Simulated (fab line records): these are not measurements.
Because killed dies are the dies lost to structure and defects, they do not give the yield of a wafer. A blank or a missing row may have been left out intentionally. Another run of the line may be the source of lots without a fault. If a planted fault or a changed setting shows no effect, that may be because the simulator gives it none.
Split-lot experiment || flow n5_finfet || route with 1938 steps; 7 lots, 21 wafers read

== THE SPLIT ITSELF ==
At N5_BEOL_M13_DEP_53 (deposits SiCN from 3MS/NH3, target thk 50 nm, time 17.8 s), the setting time_s was moved away from the recipe's 17.8 s on 7 of the 21 wafers read, by -8.3% to +14.6%. For the rest of the wafers, this setting stayed at what the recipe calls for.

Reading taken at the split's own step.

== THE READING ==
SiCN_of_BEOL_M13_DEP_53.thk_nm (the simulator's own value, which no gauge read), in nm, at N5_BEOL_M13_DEP_53 (deposits SiCN from 3MS/NH3, target thk 50 nm, time 17.8 s). The file does not state a usual value for it. Across the 14 wafers here that went through the recipe, the average is 49.8 nm and the standard deviation 0.82 nm.

{"wafer": "L076.1", "tool, chamber at the split": "pecvd-03, 1", "time_s as run, s": 17.8, "against the recipe": "recipe", "SiCN_of_BEOL_M13_DEP_53.thk_nm, nm": 48.8, "against lot-mates on the recipe": "-"}
{"wafer": "L076.4", "tool, chamber at the split": "pecvd-03, 0", "time_s as run, s": 18.47, "against the recipe": "+3.8%", "SiCN_of_BEOL_M13_DEP_53.thk_nm, nm": 52.4, "against lot-mates on the recipe": "+3.6"}
{"wafer": "L076.6", "tool, chamber at the split": "pecvd-03, 1", "time_s as run, s": 18.47, "against the recipe": "+3.8%", "SiCN_of_BEOL_M13_DEP_53.thk_nm, nm": 51.4, "against lot-mates on the recipe": "+2.6"}
{"wafer": "L074.3", "tool, chamber at the split": "pecvd-02, 1", "time_s as run, s": 17.8, "against the recipe": "recipe", "SiCN_of_BEOL_M13_DEP_53.thk_nm, nm": 51.4, "against lot-mates on the recipe": "-"}
{"wafer": "L074.5", "tool, chamber at the split": "pecvd-02, 1", "time_s as run, s": 17.8, "against the recipe": "recipe", "SiCN_of_BEOL_M13_DEP_53.thk_nm, nm": 51.4, "against lot-mates on the recipe": "-"}
{"wafer": "L074.4", "tool, chamber at the split": "pecvd-02, 0", "time_s as run, s": 17.8, "against the recipe": "recipe", "SiCN_of_BEOL_M13_DEP_53.thk_nm, nm": 50.2, "against lot-mates on the recipe": "-"}
{"wafer": "L082.1", "tool, chamber at the split": "pecvd-03, 1", "time_s as run, s": 16.33, "against the recipe": "-8.3%", "SiCN_of_BEOL_M13_DEP_53.thk_nm, nm": 44.4, "against lot-mates on the recipe": -4.8}
{"wafer": "L082.3", "tool, chamber at the split": "pecvd-03, 2", "time_s as run, s": 17.8, "against the recipe": "recipe", "SiCN_of_BEOL_M13_DEP_53.thk_nm, nm": 48.8, "against lot-mates on the recipe": "-"}
{"wafer": "L082.6", "tool, chamber at the split": "pecvd-03, 2", "time_s as run, s": 17.8, "against the recipe": "recipe", "SiCN_of_BEOL_M13_DEP_53.thk_nm, nm": 49.6, "against lot-mates on the recipe": "-"}
{"wafer": "L089.1", "tool, chamber at the split": "pecvd-02, 1", "time_s as run, s": 17.8, "against the recipe": "recipe", "SiCN_of_BEOL_M13_DEP_53.thk_nm, nm": 49.6, "against lot-mates on the recipe": "-"}
{"wafer": "L089.2", "tool, chamber at the split": "pecvd-02, 0", "time_s as run, s": 17.8, "against the recipe": "recipe", "SiCN_of_BEOL_M13_DEP_53.thk_nm, nm": 49.2, "against lot-mates on the recipe": "-"}
{"wafer": "L089.6", "tool, chamber at the split": "pecvd-02, 2", "time_s as run, s": 17.8, "against the recipe": "recipe", "SiCN_of_BEOL_M13_DEP_53.thk_nm, nm": 50.2, "against lot-mates on the recipe": "-"}
{"wafer": "L088.2", "tool, chamber at the split": "pecvd-01, 1", "time_s as run, s": 17.8, "against the recipe": "recipe", "SiCN_of_BEOL_M13_DEP_53.thk_nm, nm": 49.4, "against lot-mates on the recipe": "-"}
{"wafer": "L088.4", "tool, chamber at the split": "pecvd-01, 1", "time_s as run, s": 17.8, "against the recipe": "recipe", "SiCN_of_BEOL_M13_DEP_53.thk_nm, nm": 49.8, "against lot-mates on the recipe": "-"}
{"wafer": "L088.6", "tool, chamber at the split": "pecvd-01, 0", "time_s as run, s": 17.8, "against the recipe": "recipe", "SiCN_of_BEOL_M13_DEP_53.thk_nm, nm": 50.2, "against lot-mates on the recipe": "-"}
{"wafer": "L091.2", "tool, chamber at the split": "pecvd-02, 2", "time_s as run, s": 20.27, "against the recipe": "+13.9%", "SiCN_of_BEOL_M13_DEP_53.thk_nm, nm": 55.8, "against lot-mates on the recipe": "+6.4"}
{"wafer": "L091.4", "tool, chamber at the split": "pecvd-02, 2", "time_s as run, s": 17.8, "against the recipe": "recipe", "SiCN_of_BEOL_M13_DEP_53.thk_nm, nm": 49.4, "against lot-mates on the recipe": "-"}
{"wafer": "L091.6", "tool, chamber at the split": "pecvd-02, 2", "time_s as run, s": 20.27, "against the recipe": "+13.9%", "SiCN_of_BEOL_M13_DEP_53.thk_nm, nm": 55.4, "against lot-mates on the recipe": "+6.0"}
{"wafer": "L094.1", "tool, chamber at the split": "pecvd-03, 0", "time_s as run, s": 20.4, "against the recipe": "+14.6%", "SiCN_of_BEOL_M13_DEP_53.thk_nm, nm": 56.6, "against lot-mates on the recipe": "+7.8"}
{"wafer": "L094.2", "tool, chamber at the split": "pecvd-03, 1", "time_s as run, s": 20.4, "against the recipe": "+14.6%", "SiCN_of_BEOL_M13_DEP_53.thk_nm, nm": 55.2, "against lot-mates on the recipe": "+6.4"}
{"wafer": "L094.6", "tool, chamber at the split": "pecvd-03, 1", "time_s as run, s": 17.8, "against the recipe": "recipe", "SiCN_of_BEOL_M13_DEP_53.thk_nm, nm": 48.8, "against lot-mates on the recipe": "-"}

THE FIT
A straight line over all 21 wafers: SiCN_of_BEOL_M13_DEP_53.thk_nm changes by +0.449 nm for each +1% of time_s; r = +0.96; the points scatter about the line by 0.87 nm.
The same after taking each lot's own level away (the mean of its wafers on the recipe; 21 wafers): +0.485 nm for each +1%; r = +0.98; scatter 0.65 nm.
That fit puts the effect of the largest move of time_s on the reading at 7.1 nm.
The lots' own levels span 48.80 to 51.00 nm, that is 2.7 times the standard deviation above.
Hence the lot-to-lot level has little effect on the slope; both slopes agree.
Check: with one of the wafers moved furthest among these (+14.6%) left out of the fit, the line predicts +6.91 nm for it against its lot-mates. It came out at +7.8 nm against them.

== THE OTHER SPLITS THESE WAFERS WENT THROUGH ==
These wafers also went through other splits before the reading. Each is held against what the fit with the lots' levels taken away leaves over:
{"other split on the same wafers": "N5_BEOL_M10_EXPOSE_25 dose_mj", "wafers away from the commonest value": 8, "r with SiCN_of_BEOL_M13_DEP_53.thk_nm (lot level and that fit taken away)": "+0.20"}
{"other split on the same wafers": "N5_BEOL_M11_ETCH_41 time_s", "wafers away from the commonest value": 5, "r with SiCN_of_BEOL_M13_DEP_53.thk_nm (lot level and that fit taken away)": "+0.38"}
{"other split on the same wafers": "N5_BEOL_M13_SPUTTER_43 time_s", "wafers away from the commonest value": 6, "r with SiCN_of_BEOL_M13_DEP_53.thk_nm (lot level and that fit taken away)": "+0.00"}

== THE FILE'S OWN FIT ==
SiCN_of_BEOL_M13_DEP_53.thk_nm changes by +0.494 nm for each +1% of time_s, r = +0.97.
